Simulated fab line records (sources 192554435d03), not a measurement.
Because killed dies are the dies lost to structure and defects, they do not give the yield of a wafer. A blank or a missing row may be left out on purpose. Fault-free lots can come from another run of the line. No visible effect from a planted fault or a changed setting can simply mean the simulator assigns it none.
Split-lot study | flow n5Finfet | on a route of 1938 steps: 7 lots, 21 wafers read

== THE SPLIT ITSELF ==
At N5_BEOL_M5_HM_DEP_02 (deposits TiN, target thk 20 nm), the setting targetThkA was moved away from the recipe's 200 angstrom on 8 of the 21 wafers read, by -7.2% to +13.1%. For the rest of the wafers, this setting stayed at what the recipe calls for.

== FROM THE SPLIT TO THE READING: what the file shows between them, 9 steps ==
- N5_BEOL_M5_COAT_59: time 60 s, resist thk 60 nm (also split here: spinRpm)
- N5_BEOL_M5_COAT_60: time 60 s, resist thk 12 nm
- N5_BEOL_M5_COAT_71: time 60 s, resist thk 5 nm
- N5_BEOL_M5_ETCH_72: etches underlayer in N2/H2, target depth 6.5 nm, time 5.2 s
- N5_BEOL_M5_ETCH_61: etches SiARC in CF4, target depth 15.6 nm, time 26 s
- N5_BEOL_M5_ETCH_62: etches SOC in N2/H2, target depth 75 nm, overetch 15 nm, time 112.5 s
- N5_BEOL_M5_STRIP_63: strips in N2/H2
- N5_BEOL_M5_STRIP_73: strips in N2/H2
- N5_BEOL_M5_STRIP_64: strips in CF4

== THE READING ==
etch.depthNm (the simulator's own value, which no gauge read), in nm, at N5_BEOL_M5_HM_OPEN_17 (chemistry Cl2/BCl3, target TiN, target depth 20 nm, overetch 6 nm). There is no usual value for it anywhere in the file. Across the 13 wafers here that went through the recipe, the average is 19.99 nm and the standard deviation 0.27 nm.

wafer  | tool, chamber at the split | targetThkA as run, angstrom | against the recipe | etch.depthNm, nm | against lot-mates on the recipe
L078.1 | pvdSputter-03, -           | 200                         | recipe             | 20.13            | -
L078.3 | pvdSputter-03, -           | 200                         | recipe             | 19.75            | -
L078.5 | pvdSputter-03, -           | 200                         | recipe             | 20.09            | -
L080.2 | pvdSputter-03, -           | 192                         | -4.0%              | 19.4             | -0.41
L080.3 | pvdSputter-03, -           | 192                         | -4.0%              | 19.12            | -0.69
L080.4 | pvdSputter-03, -           | 200                         | recipe             | 19.81            | -
L082.3 | pvdSputter-03, -           | 200                         | recipe             | 19.9             | -
L082.5 | pvdSputter-03, -           | 200                         | recipe             | 19.71            | -
L082.6 | pvdSputter-03, -           | 200                         | recipe             | 19.98            | -
L085.1 | pvdSputter-02, -           | 200                         | recipe             | 20.07            | -
L085.5 | pvdSputter-02, -           | 200                         | recipe             | 20.3             | -
L085.6 | pvdSputter-02, -           | 226.1                       | +13.1%             | 22.52            | +2.33
L089.3 | pvdSputter-02, -           | 212.3                       | +6.2%              | 21.08            | +1.28
L089.5 | pvdSputter-02, -           | 212.3                       | +6.2%              | 21.11            | +1.31
L089.6 | pvdSputter-02, -           | 200                         | recipe             | 19.8             | -
L092.2 | pvdSputter-02, -           | 212.4                       | +6.2%              | 21.64            | +1.66
L092.5 | pvdSputter-02, -           | 200                         | recipe             | 20.44            | -
L092.6 | pvdSputter-02, -           | 200                         | recipe             | 19.51            | -
L094.1 | pvdSputter-02, -           | 200                         | recipe             | 20.42            | -
L094.3 | pvdSputter-02, -           | 185.6                       | -7.2%              | 18.21            | -2.21
L094.4 | pvdSputter-02, -           | 185.6                       | -7.2%              | 18.35            | -2.07

THE FIT
A straight line over all 21 wafers: etch.depthNm changes by +0.208 nm for each +1% of targetThkA; r = +0.96; the points scatter about the line by 0.27 nm.
The same after taking each lot's own level away (the mean of its wafers on the recipe; 21 wafers): +0.22 nm for each +1%; r = +0.96; scatter 0.31 nm.
That fit puts the effect of the largest move of targetThkA on the reading at 2.9 nm.
Measured against the standard deviation above, the lots' own levels, which go from 19.800 to 20.420 nm, span 2.3 times it.
The two slopes agree, so the slope changes little with the lot-to-lot level.
Check: with one of the wafers moved furthest among these (+13.1%) left out of the fit, the line predicts +3.2 nm for it against its lot-mates. It came out at +2.33 nm against them.

== ADDITIONAL SPLITS CARRIED BY THESE WAFERS ==
Before the reading, these wafers also passed through other splits. Each is held against what the fit with the lots' levels taken away leaves over:
other split on the same wafers | wafers away from the commonest value | r with etch.depthNm (lot level and that fit taken away)
N5_BEOL_M4_COAT_73 spinRpm     | 6                                    | -0.43
N5_BEOL_M4_COAT_76 spinRpm     | 8                                    | -0.04
N5_BEOL_M4_COAT_22 spinRpm     | 7                                    | -0.12
N5_BEOL_M5_COAT_59 spinRpm     | 10                                   | -0.22

== THE WHOLE CHAIN: every reading that the file lists as answering this split, in the file's order ==
step                  | what it does                                                      | reading                                                                         | change (the file's fit)               | r (the file's)
N5_BEOL_M5_HM_DEP_02  | deposits TiN, target thk 20 nm                                    | TiN_of_BEOL_M5_HM_DEP_02.thkNm (the simulator's own value, which no gauge read) | +0.211 nm for each +1% of the setting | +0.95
N5_BEOL_M5_HM_OPEN_17 | chemistry Cl2/BCl3, target TiN, target depth 20 nm, overetch 6 nm | etch.depthNm (the simulator's own value, which no gauge read)                   | +0.211 nm for each +1% of the setting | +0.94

== THE FILE'S OWN FIT ==
etch.depthNm changes by +0.211 nm for each +1% of targetThkA, r = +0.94.
